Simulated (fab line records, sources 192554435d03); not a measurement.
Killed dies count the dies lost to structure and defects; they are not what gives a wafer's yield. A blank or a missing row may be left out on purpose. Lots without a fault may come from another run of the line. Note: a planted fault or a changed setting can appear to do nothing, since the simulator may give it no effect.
Lot-split experiment / flow n5-finfet / route with 1938 steps; 7 lots, 21 wafers read

== THE SPLIT ==
At N5_BEOL_M11_PECVD_70 (deposits SiO2 from TEOS/O2, target thk 20 nm, time 22.7 s), the setting temp-c was moved away from the recipe's 400 C on 7 of the 21 wafers read, by -4.1% to +2.0%. This setting was run at the recipe's value on the other wafers.

== FROM THE SPLIT TO THE READING: what the file shows between them, 3 steps ==
- N5_BEOL_M11_HM_DEP_02: deposits TiN, target thk 20 nm
- N5_BEOL_M11_COAT_59: time 60 s, resist thk 100 nm
- N5_BEOL_M11_STRIP_77: strips in N2/H2, time 10 s

== THE READING ==
SiO2_of_BEOL_M11_PECVD_70.thk-nm (the simulator's own value, which no gauge read), in nm, at N5_BEOL_M11_HM_STRIP_39 (strips TiN in peroxide tin strip, target depth 25 nm, time 158 s). The file does not state a usual value for it. Average 19.8 nm, standard deviation 0.27 nm, over the 14 wafers here run with the recipe.

wafer=L077.2; tool, chamber at the split=pecvd-04, 1,0; temp-c as run, C=400; against the recipe=recipe; SiO2_of_BEOL_M11_PECVD_70.thk-nm, nm=19.6; against lot-mates on the recipe=-
wafer=L077.4; tool, chamber at the split=pecvd-04, 1,0; temp-c as run, C=400; against the recipe=recipe; SiO2_of_BEOL_M11_PECVD_70.thk-nm, nm=19.6; against lot-mates on the recipe=-
wafer=L077.3; tool, chamber at the split=pecvd-04, 2; temp-c as run, C=408.1; against the recipe=+2.0%; SiO2_of_BEOL_M11_PECVD_70.thk-nm, nm=18; against lot-mates on the recipe=-1.6
wafer=L084.1; tool, chamber at the split=pecvd-03, 2; temp-c as run, C=383.7; against the recipe=-4.1%; SiO2_of_BEOL_M11_PECVD_70.thk-nm, nm=21.8; against lot-mates on the recipe=+2.4
wafer=L084.2; tool, chamber at the split=pecvd-03, 0; temp-c as run, C=400; against the recipe=recipe; SiO2_of_BEOL_M11_PECVD_70.thk-nm, nm=19.4; against lot-mates on the recipe=-
wafer=L084.4; tool, chamber at the split=pecvd-03, 1; temp-c as run, C=383.7; against the recipe=-4.1%; SiO2_of_BEOL_M11_PECVD_70.thk-nm, nm=22.2; against lot-mates on the recipe=+2.8
wafer=L086.2; tool, chamber at the split=pecvd-02, 2; temp-c as run, C=384.4; against the recipe=-3.9%; SiO2_of_BEOL_M11_PECVD_70.thk-nm, nm=21.6; against lot-mates on the recipe=+1.6
wafer=L086.4; tool, chamber at the split=pecvd-02, 2; temp-c as run, C=400; against the recipe=recipe; SiO2_of_BEOL_M11_PECVD_70.thk-nm, nm=20; against lot-mates on the recipe=-
wafer=L086.6; tool, chamber at the split=pecvd-02, 0; temp-c as run, C=384.4; against the recipe=-3.9%; SiO2_of_BEOL_M11_PECVD_70.thk-nm, nm=22; against lot-mates on the recipe=+2.0
wafer=L087.1; tool, chamber at the split=pecvd-04, 2; temp-c as run, C=406.7; against the recipe=+1.7%; SiO2_of_BEOL_M11_PECVD_70.thk-nm, nm=18.4; against lot-mates on the recipe=-1.2
wafer=L087.2; tool, chamber at the split=pecvd-04, 1; temp-c as run, C=400; against the recipe=recipe; SiO2_of_BEOL_M11_PECVD_70.thk-nm, nm=19.6; against lot-mates on the recipe=-
wafer=L087.6; tool, chamber at the split=pecvd-04, 2; temp-c as run, C=406.7; against the recipe=+1.7%; SiO2_of_BEOL_M11_PECVD_70.thk-nm, nm=19; against lot-mates on the recipe=-0.6
wafer=L093.4; tool, chamber at the split=pecvd-03, 0; temp-c as run, C=400; against the recipe=recipe; SiO2_of_BEOL_M11_PECVD_70.thk-nm, nm=20; against lot-mates on the recipe=-
wafer=L093.5; tool, chamber at the split=pecvd-03, 1,2; temp-c as run, C=400; against the recipe=recipe; SiO2_of_BEOL_M11_PECVD_70.thk-nm, nm=20.2; against lot-mates on the recipe=-
wafer=L093.6; tool, chamber at the split=pecvd-03, 1,2; temp-c as run, C=400; against the recipe=recipe; SiO2_of_BEOL_M11_PECVD_70.thk-nm, nm=20.4; against lot-mates on the recipe=-
wafer=L096.2; tool, chamber at the split=pecvd-02, 1; temp-c as run, C=400; against the recipe=recipe; SiO2_of_BEOL_M11_PECVD_70.thk-nm, nm=19.6; against lot-mates on the recipe=-
wafer=L096.4; tool, chamber at the split=pecvd-02, 1; temp-c as run, C=400; against the recipe=recipe; SiO2_of_BEOL_M11_PECVD_70.thk-nm, nm=19.8; against lot-mates on the recipe=-
wafer=L096.6; tool, chamber at the split=pecvd-02, 2; temp-c as run, C=400; against the recipe=recipe; SiO2_of_BEOL_M11_PECVD_70.thk-nm, nm=20; against lot-mates on the recipe=-
wafer=L097.1; tool, chamber at the split=pecvd-04, 1; temp-c as run, C=400; against the recipe=recipe; SiO2_of_BEOL_M11_PECVD_70.thk-nm, nm=20; against lot-mates on the recipe=-
wafer=L097.3; tool, chamber at the split=pecvd-04, 0; temp-c as run, C=400; against the recipe=recipe; SiO2_of_BEOL_M11_PECVD_70.thk-nm, nm=19.6; against lot-mates on the recipe=-
wafer=L097.4; tool, chamber at the split=pecvd-04, 0; temp-c as run, C=400; against the recipe=recipe; SiO2_of_BEOL_M11_PECVD_70.thk-nm, nm=19.8; against lot-mates on the recipe=-
The file does not say which wafer passed through which chamber wherever a row lists several chambers: such a row stands for several wafers.

FIT RESULTS
A straight line over all 21 wafers: SiO2_of_BEOL_M11_PECVD_70.thk-nm changes by -0.565 nm for each +1% of temp-c; r = -0.96; the points scatter about the line by 0.32 nm.
The same after taking each lot's own level away (the mean of its wafers on the recipe; 21 wafers): -0.57 nm for each +1%; r = -0.97; scatter 0.26 nm.
The reading moves by 2.3 nm for the largest change in temp-c, on that fit.
The lots' own levels span 19.40 to 20.20 nm, that is 3.0 times the standard deviation above.
Hence the lot-to-lot level has little effect on the slope; both slopes agree.
Check: for one of the wafers moved furthest among these (-4.1%), held out of the fit, the line's prediction against its lot-mates is +2.26 nm. Against them it came out at +2.4 nm.

== FURTHER SPLITS ON THESE WAFERS ==
These wafers also went through other splits before the reading. Each is held against what the fit with the lots' levels taken away leaves over:
other split on the same wafers=N5_BEOL_M8_COAT_22 spin-rpm; wafers away from the commonest value=8; r with SiO2_of_BEOL_M11_PECVD_70.thk-nm (lot level and that fit taken away)=-0.04
other split on the same wafers=N5_BEOL_M8_ETCH_65 source-w; wafers away from the commonest value=5; r with SiO2_of_BEOL_M11_PECVD_70.thk-nm (lot level and that fit taken away)=+0.08
other split on the same wafers=N5_BEOL_M9_ILD_DEP_00 time-s; wafers away from the commonest value=6; r with SiO2_of_BEOL_M11_PECVD_70.thk-nm (lot level and that fit taken away)=+0.16
other split on the same wafers=N5_BEOL_M10_PEB_26 peb-time-s; wafers away from the commonest value=7; r with SiO2_of_BEOL_M11_PECVD_70.thk-nm (lot level and that fit taken away)=+0.06
other split on the same wafers=N5_BEOL_M11_ILD_DEP_00 time-s; wafers away from the commonest value=6; r with SiO2_of_BEOL_M11_PECVD_70.thk-nm (lot level and that fit taken away)=+0.20

== THE WHOLE CHAIN: every reading that the file lists as answering this split, in the file's order ==
step=N5_BEOL_M11_PECVD_70; what it does=deposits SiO2 from TEOS/O2, target thk 20 nm, time 22.7 s; reading=SiO2_of_BEOL_M11_PECVD_70.thk-nm (the simulator's own value, which no gauge read); change (the file's fit)=-0.598 nm for each +1% of the setting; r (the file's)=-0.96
step=N5_BEOL_M11_HM_STRIP_39; what it does=strips TiN in peroxide tin strip, target depth 25 nm, time 158 s; reading=SiO2_of_BEOL_M11_PECVD_70.thk-nm (the simulator's own value, which no gauge read); change (the file's fit)=-0.578 nm for each +1% of the setting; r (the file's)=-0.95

== FILE'S OWN FIT ==
SiO2_of_BEOL_M11_PECVD_70.thk-nm changes by -0.578 nm for each +1% of temp-c, r = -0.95.
